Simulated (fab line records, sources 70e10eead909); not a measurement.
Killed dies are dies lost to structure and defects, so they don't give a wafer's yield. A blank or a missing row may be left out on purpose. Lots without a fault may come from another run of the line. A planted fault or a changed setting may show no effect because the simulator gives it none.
Which tool did it? | flow nand_harc | 24 lots, 72 wafers sampled, at 6 steps of a route of 1302

WHAT THE GAUGES READ, wafer by wafer
NHARC_A_M1_INSPECT_11.
lot  | measured     | on                | raw_defect_count
L075 | day 23 15:55 | defect_inspect-02 | 109 99 104
L074 | day 23 17:59 | defect_inspect-02 | 71 66 70
L077 | day 23 18:47 | defect_inspect-02 | 63 64 74
L076 | day 23 22:12 | defect_inspect-02 | 115 96 129
L078 | day 24 05:26 | defect_inspect-02 | 39 35 31
L081 | day 25 09:10 | defect_inspect-01 | 143 148 150
L080 | day 25 15:59 | defect_inspect-02 | 132 117 138
L079 | day 25 18:08 | defect_inspect-02 | 162 154 151
L082 | day 26 19:47 | defect_inspect-01 | 129 117 145
L083 | day 26 21:54 | defect_inspect-02 | 38 46 48
L084 | day 26 23:29 | defect_inspect-01 | 96 90 92
L085 | day 27 00:47 | defect_inspect-02 | 67 72 70
L086 | day 27 14:46 | defect_inspect-01 | 40 48 53
L087 | day 28 21:01 | defect_inspect-01 | 125 105 90
L088 | day 28 21:41 | defect_inspect-02 | 76 61 58
L089 | day 29 04:26 | defect_inspect-01 | 134 129 115
L090 | day 29 10:22 | defect_inspect-01 | 67 66 64
L091 | day 30 01:15 | defect_inspect-01 | 33 33 29
L094 | day 30 17:19 | defect_inspect-01 | 83 89 100
L092 | day 30 19:46 | defect_inspect-01 | 159 157 169
L093 | day 31 00:14 | defect_inspect-01 | 89 70 71
L096 | day 32 06:08 | defect_inspect-01 | 26 31 31
L095 | day 32 16:44 | defect_inspect-01 | 32 46 54
L097 | day 32 20:23 | defect_inspect-02 | 159 141 158

NHARC_A_M1_INSPECT_27.
lot  | measured     | on                | raw_defect_count
L075 | day 23 18:33 | defect_inspect-01 | 437 587 554
L074 | day 23 20:53 | defect_inspect-02 | 518 463 457
L077 | day 23 21:26 | defect_inspect-01 | 849 755 700
L076 | day 24 00:53 | defect_inspect-01 | 351 404 398
L078 | day 24 08:08 | defect_inspect-01 | 557 682 846
L081 | day 25 12:05 | defect_inspect-01 | 649 535 592
L080 | day 25 18:36 | defect_inspect-02 | 598 510 688
L079 | day 25 20:46 | defect_inspect-02 | 670 683 732
L082 | day 26 22:29 | defect_inspect-01 | 504 624 693
L083 | day 27 00:37 | defect_inspect-01 | 531 923 501
L084 | day 27 02:18 | defect_inspect-02 | 601 432 548
L085 | day 27 03:34 | defect_inspect-01 | 501 453 718
L086 | day 27 17:24 | defect_inspect-01 | 618 544 493
L087 | day 28 23:39 | defect_inspect-01 | 539 690 691
L088 | day 29 00:21 | defect_inspect-01 | 667 462 684
L089 | day 29 07:04 | defect_inspect-01 | 755 729 605
L090 | day 29 13:00 | defect_inspect-02 | 463 735 598
L091 | day 30 03:53 | defect_inspect-01 | 459 518 445
L094 | day 30 19:59 | defect_inspect-02 | 552 605 594
L092 | day 30 22:28 | defect_inspect-02 | 644 514 534
L093 | day 31 02:53 | defect_inspect-02 | 555 455 483
L096 | day 32 08:50 | defect_inspect-01 | 487 724 536
L095 | day 32 19:26 | defect_inspect-01 | 417 682 474
L097 | day 32 23:02 | defect_inspect-01 | 530 720 512

WHICH TOOL RAN EACH LOT (tool, then ch and the chambers of the sampled wafers, then the start)
lot  | NHARC_A_CONTACT_CMP_20        | NHARC_A_BLC_CVD_24                       | NHARC_A_M0_PVD_20                       | NHARC_A_M1_ETCH_35
L075 | cmp-04 ch 1,2, day 23 06:46   | cvd_w-02 ch 0,1, day 23 15:55 or earlier | pvd_sputter-01, day 23 15:55 or earlier | rie_diel-12 ch 0,2,3, day 23 16:04
L074 | cmp-04 ch 0,1,2, day 23 08:25 | cvd_w-01 ch 0,1, day 23 17:59 or earlier | pvd_sputter-03, day 23 17:59 or earlier | rie_diel-10 ch 2,3, day 23 18:07
L077 | cmp-04 ch 0,2,3, day 23 09:48 | cvd_w-01 ch 0,1, day 23 18:47 or earlier | pvd_sputter-02, day 23 18:47 or earlier | rie_diel-11 ch 0,1,2, day 23 18:56
L076 | cmp-02 ch 1,2, day 23 13:05   | cvd_w-02 ch 0,1, day 23 22:12 or earlier | pvd_sputter-01, day 23 22:12 or earlier | rie_diel-11 ch 0,2, day 23 22:21
L078 | cmp-04 ch 0,1,2, day 23 20:10 | cvd_w-02 ch 0,1, day 24 05:26 or earlier | pvd_sputter-02, day 24 05:26 or earlier | rie_diel-10 ch 0,1,2, day 24 05:34
L081 | cmp-02 ch 1,3, day 24 23:53   | cvd_w-02 ch 0,1, day 25 09:10 or earlier | pvd_sputter-01, day 25 09:10 or earlier | rie_diel-11 ch 1,2,3, day 25 09:19
L080 | cmp-03 ch 0,1,3, day 25 05:59 | cvd_w-01 ch 0,1, day 25 15:59 or earlier | pvd_sputter-03, day 25 15:59 or earlier | rie_diel-11 ch 1,2, day 25 16:07
L079 | cmp-02 ch 0,1,3, day 25 08:58 | cvd_w-02 ch 0,1, day 25 18:08 or earlier | pvd_sputter-02, day 25 18:08 or earlier | rie_diel-11 ch 0,3, day 25 18:17
L082 | cmp-03 ch 1,2,3, day 26 10:33 | cvd_w-01 ch 0,1, day 26 19:47 or earlier | pvd_sputter-02, day 26 19:47 or earlier | rie_diel-12 ch 1,2,3, day 26 19:56
L083 | cmp-03 ch 0,1, day 26 12:55   | cvd_w-01 ch 0,1, day 26 21:54 or earlier | pvd_sputter-03, day 26 21:54 or earlier | rie_diel-12 ch 0,1, day 26 22:02
L084 | cmp-02 ch 0,1,3, day 26 14:10 | cvd_w-02 ch 0,1, day 26 23:29 or earlier | pvd_sputter-03, day 26 23:29 or earlier | rie_diel-10 ch 0,2,3, day 26 23:38
L085 | cmp-04 ch 1,2, day 26 15:50   | cvd_w-01 ch 0,1, day 27 00:47 or earlier | pvd_sputter-03, day 27 00:47 or earlier | rie_diel-10 ch 0,2,3, day 27 00:58
L086 | cmp-02 ch 0,1,2, day 27 05:56 | cvd_w-01 ch 0,1, day 27 14:46 or earlier | pvd_sputter-02, day 27 14:46 or earlier | rie_diel-11 ch 0,1, day 27 14:56
L087 | cmp-03 ch 1,2,3, day 28 12:00 | cvd_w-02 ch 0, day 28 21:01 or earlier   | pvd_sputter-02, day 28 21:01 or earlier | rie_diel-11 ch 1,2,3, day 28 21:10
L088 | cmp-02 ch 0,2,3, day 28 12:44 | cvd_w-01 ch 0,1, day 28 21:41 or earlier | pvd_sputter-03, day 28 21:41 or earlier | rie_diel-11 ch 1,2,3, day 28 21:49
L089 | cmp-04 ch 1,2, day 28 19:26   | cvd_w-02 ch 0,1, day 29 04:26 or earlier | pvd_sputter-02, day 29 04:26 or earlier | rie_diel-11 ch 0,2,3, day 29 04:36
L090 | cmp-03 ch 1,2,3, day 29 01:10 | cvd_w-01 ch 0,1, day 29 10:22 or earlier | pvd_sputter-01, day 29 10:22 or earlier | rie_diel-11 ch 1,2,3, day 29 10:31
L091 | cmp-04 ch 1,3, day 29 16:12   | cvd_w-01 ch 0,1, day 30 01:15 or earlier | pvd_sputter-01, day 30 01:15 or earlier | rie_diel-10 ch 1,3, day 30 01:24
L094 | cmp-02 ch 1,3, day 30 08:16   | cvd_w-01 ch 0,1, day 30 17:19 or earlier | pvd_sputter-01, day 30 17:19 or earlier | rie_diel-12 ch 0,2,3, day 30 17:28
L092 | cmp-04 ch 1,2,3, day 30 10:31 | cvd_w-01 ch 0,1, day 30 19:46 or earlier | pvd_sputter-01, day 30 19:46 or earlier | rie_diel-10 ch 0,1,3, day 30 19:55
L093 | cmp-04 ch 1,2, day 30 14:43   | cvd_w-01 ch 0,1, day 31 00:14 or earlier | pvd_sputter-01, day 31 00:14 or earlier | rie_diel-11 ch 1,2,3, day 31 00:24
L096 | cmp-02 ch 0,1, day 31 20:36   | cvd_w-02 ch 1, day 32 06:08 or earlier   | pvd_sputter-03, day 32 06:08 or earlier | rie_diel-12 ch 0,2, day 32 06:17
L095 | cmp-02 ch 0,1,3, day 32 07:46 | cvd_w-01 ch 0,1, day 32 16:44 or earlier | pvd_sputter-02, day 32 16:44 or earlier | rie_diel-12 ch 1,2, day 32 16:53
L097 | cmp-02 ch 0,1,3, day 32 11:32 | cvd_w-01 ch 0,1, day 32 20:23 or earlier | pvd_sputter-02, day 32 20:23 or earlier | rie_diel-12 ch 0,2,3, day 32 20:32
- NHARC_A_CONTACT_CMP_20: polishes, t overpolish 30 s, target thk 300 nm.
- NHARC_A_BLC_CVD_24: deposits W, target thk 150 nm, time 434 s.
- NHARC_A_M0_PVD_20: deposits TaN, target thk 5 nm, time 8.06 s.
- NHARC_A_M1_ETCH_35: etches the open film in N2/H2, target depth 40 nm, overetch 12 nm, time 43.94 s.

WHAT THE TOOLS THEMSELVES READ (means of the sampled wafers that have a number; where no wafer has one, the mark that the record gives instead)
NHARC_A_CONTACT_CMP_20.
lot  | tool   | motor_current_A (A) | overpolish_run_s (s) | retaining_ring_pressure_frac | time_to_endpoint_s (s)
L075 | cmp-04 | 13.3                | 30.003               | 1.004                        | 61
L074 | cmp-04 | 13.5                | 30.001               | 1.004                        | 55
L077 | cmp-04 | 12.8                | 30.002               | 1.001                        | 51
L076 | cmp-02 | 11.5                | 29.997               | 1.003                        | 61
L078 | cmp-04 | 13.1                | 29.997               | 0.996                        | 59
L081 | cmp-02 | 12.0                | 30.000               | 0.997                        | 59
L080 | cmp-03 | 11.5                | 30.012               | 1.003                        | 61
L079 | cmp-02 | 12.7                | 30.004               | 1.000                        | 59
L082 | cmp-03 | 11.3                | 30.001               | 1.002                        | 57
L083 | cmp-03 | 11.1                | 30.006               | 0.998                        | 59
L084 | cmp-02 | 12.8                | 30.007               | 1.001                        | 59
L085 | cmp-04 | 14.1                | 29.997               | 0.999                        | 60
L086 | cmp-02 | 12.0                | 30.006               | 0.997                        | 61
L087 | cmp-03 | 10.8                | 29.990               | 1.000                        | 59
L088 | cmp-02 | 13.1                | 29.990               | 1.004                        | 64
L089 | cmp-04 | 14.0                | 30.000               | 1.001                        | 62
L090 | cmp-03 | 11.3                | 29.997               | 0.998                        | 61
L091 | cmp-04 | 13.6                | 30.004               | 1.005                        | 59
L094 | cmp-02 | 12.1                | 30.000               | 0.998                        | 56
L092 | cmp-04 | 13.1                | 30.001               | 0.998                        | 59
L093 | cmp-04 | 13.8                | 29.998               | 0.993                        | 58
L096 | cmp-02 | 11.8                | 29.998               | 1.000                        | 62
L095 | cmp-02 | 12.5                | 30.001               | 0.999                        | 60
L097 | cmp-02 | 12.1                | 29.994               | 0.998                        | 55

NHARC_A_BLC_CVD_24.
lot  | tool     | heater_power_w (W) | mfc_h2_sccm (sccm) | throttle_valve_pct (%)
L075 | cvd_w-02 | 529                | 1607               | 8.27
L074 | cvd_w-01 | 441                | 1592               | 8.10
L077 | cvd_w-01 | 439                | 1598               | 8.07
L076 | cvd_w-02 | 536                | 1600               | 8.14
L078 | cvd_w-02 | 567                | 1600               | 8.35
L081 | cvd_w-02 | 573                | 1596               | 8.35
L080 | cvd_w-01 | 434                | 1602               | 7.93
L079 | cvd_w-02 | 577                | 1595               | 8.24
L082 | cvd_w-01 | 451                | 1602               | 7.95
L083 | cvd_w-01 | 437                | 1601               | 8.00
L084 | cvd_w-02 | 563                | 1601               | 8.41
L085 | cvd_w-01 | 449                | 1605               | 7.83
L086 | cvd_w-01 | 450                | 1600               | 7.85
L087 | cvd_w-02 | 523                | 1599               | 7.78
L088 | cvd_w-01 | 457                | 1601               | 7.77
L089 | cvd_w-02 | 581                | 1592               | 8.35
L090 | cvd_w-01 | 427                | 1599               | 8.00
L091 | cvd_w-01 | 454                | 1603               | 7.90
L094 | cvd_w-01 | 450                | 1594               | 7.83
L092 | cvd_w-01 | 439                | 1600               | 8.05
L093 | cvd_w-01 | 430                | 1606               | 7.95
L096 | cvd_w-02 | 617                | 1595               | 8.41
L095 | cvd_w-01 | 423                | 1596               | 7.70
L097 | cvd_w-01 | 423                | 1606               | 7.81

NHARC_A_M0_PVD_20.
lot  | tool           | bias_v (V) | throttle_valve_pct (%)
L075 | pvd_sputter-01 | 168.7      | 29.3
L074 | pvd_sputter-03 | 168.7      | 30.4
L077 | pvd_sputter-02 | 167.5      | 30.3
L076 | pvd_sputter-01 | 168.3      | 30.1
L078 | pvd_sputter-02 | 167.1      | 28.9
L081 | pvd_sputter-01 | 168.9      | 29.5
L080 | pvd_sputter-03 | 170.6      | 30.4
L079 | pvd_sputter-02 | 166.1      | 30.2
L082 | pvd_sputter-02 | 168.8      | 29.2
L083 | pvd_sputter-03 | 167.8      | 30.3
L084 | pvd_sputter-03 | 169.7      | 30.9
L085 | pvd_sputter-03 | 167.9      | 31.3
L086 | pvd_sputter-02 | 170.4      | 29.8
L087 | pvd_sputter-02 | 169.8      | 28.2
L088 | pvd_sputter-03 | 168.5      | 31.0
L089 | pvd_sputter-02 | 168.1      | 29.0
L090 | pvd_sputter-01 | 166.9      | 30.4
L091 | pvd_sputter-01 | 170.4      | 30.2
L094 | pvd_sputter-01 | 168.5      | 29.9
L092 | pvd_sputter-01 | 169.4      | 29.5
L093 | pvd_sputter-01 | 168.1      | 29.9
L096 | pvd_sputter-03 | 166.5      | 31.8
L095 | pvd_sputter-02 | 168.9      | 29.6
L097 | pvd_sputter-02 | 169.6      | 29.5

NHARC_A_M1_ETCH_35.
lot  | tool        | drypump_motor_current_A (A) | oes_product_au (a.u.) | rf_fwd_power_W (W) | rf_vpp_V (V) | showerhead_plenum_p_Torr (Torr) | throttle_valve_pct (%)
L075 | rie_diel-12 | 5.4                         | 0.996                 | 394.1              | 430.8        | 2.05                            | 14.171
L074 | rie_diel-10 | 5.8                         | 1.005                 | 396.9              | 428.4        | 1.98                            | 14.169
L077 | rie_diel-11 | 5.4                         | 1.001                 | 395.1              | 431.4        | 2.09                            | 14.176
L076 | rie_diel-11 | 5.9                         | 1.000                 | 394.0              | 433.7        | 2.15                            | 14.168
L078 | rie_diel-10 | 6.0                         | 1.004                 | 394.9              | 429.5        | 1.99                            | 14.174
L081 | rie_diel-11 | 5.5                         | 0.996                 | 393.1              | 432.8        | 2.12                            | 14.168
L080 | rie_diel-11 | 5.2                         | 0.988                 | 393.4              | 431.3        | 2.06                            | 14.167
L079 | rie_diel-11 | 5.6                         | 0.995                 | 397.1              | 433.0        | 2.15                            | 14.176
L082 | rie_diel-12 | 5.5                         | 1.003                 | 394.5              | 431.1        | 2.07                            | 14.170
L083 | rie_diel-12 | 5.4                         | 0.987                 | 394.4              | 429.8        | 2.01                            | 14.170
L084 | rie_diel-10 | 6.0                         | 1.009                 | 396.6              | 430.7        | 2.05                            | 14.169
L085 | rie_diel-10 | 6.0                         | 1.004                 | 396.3              | 432.0        | 2.05                            | 14.181
L086 | rie_diel-11 | 5.2                         | 0.998                 | 395.3              | 430.9        | 2.06                            | 14.176
L087 | rie_diel-11 | 5.5                         | 1.004                 | 395.1              | 433.0        | 2.12                            | 14.170
L088 | rie_diel-11 | 5.5                         | 1.006                 | 393.8              | 433.5        | 2.12                            | 14.179
L089 | rie_diel-11 | 5.8                         | 0.996                 | 397.1              | 433.8        | 2.15                            | 14.175
L090 | rie_diel-11 | 5.5                         | 0.994                 | 395.2              | 432.0        | 2.12                            | 14.172
L091 | rie_diel-10 | 6.0                         | 1.000                 | 394.8              | 430.2        | 2.03                            | 14.165
L094 | rie_diel-12 | 5.4                         | 1.017                 | 394.6              | 430.8        | 2.05                            | 14.172
L092 | rie_diel-10 | 6.1                         | 1.005                 | 395.6              | 431.8        | 2.07                            | 14.165
L093 | rie_diel-11 | 5.5                         | 1.001                 | 394.5              | 433.1        | 2.12                            | 14.179
L096 | rie_diel-12 | 5.4                         | 0.995                 | 393.0              | 428.9        | 1.99                            | 14.169
L095 | rie_diel-12 | 5.3                         | 1.005                 | 393.4              | 430.1        | 2.00                            | 14.166
L097 | rie_diel-12 | 5.4                         | 0.999                 | 393.5              | 430.6        | 2.04                            | 14.175

THE ANSWER, worked out from the rows above alone
Rule: what is usual is taken from the lots themselves. Put in order of their means at a reading, lots are off if they are a third of the lots or fewer, leave a main group of 4 or more, and stand apart from it by a gap of 3 or more times the standard deviation of the main group's means; of several such gaps the widest counts. A main group whose means are all the same, to the digits that the tables above print for the reading, isn't used. A lot without any number at a reading at which 4 lots or more have one is off too. The other lots that the step has rows for count as sound. The gauges are gone through in route order, then the tools' own readings, and for those a lot's mean is taken as printed above. The first step at which some lot is off is used, and at that step the reading that is off furthest; a lot without a number counts as furthest.
No lot is off at any reading shown: from this, nothing can be told.

WHAT THE SIMULATOR HAD PUT IN
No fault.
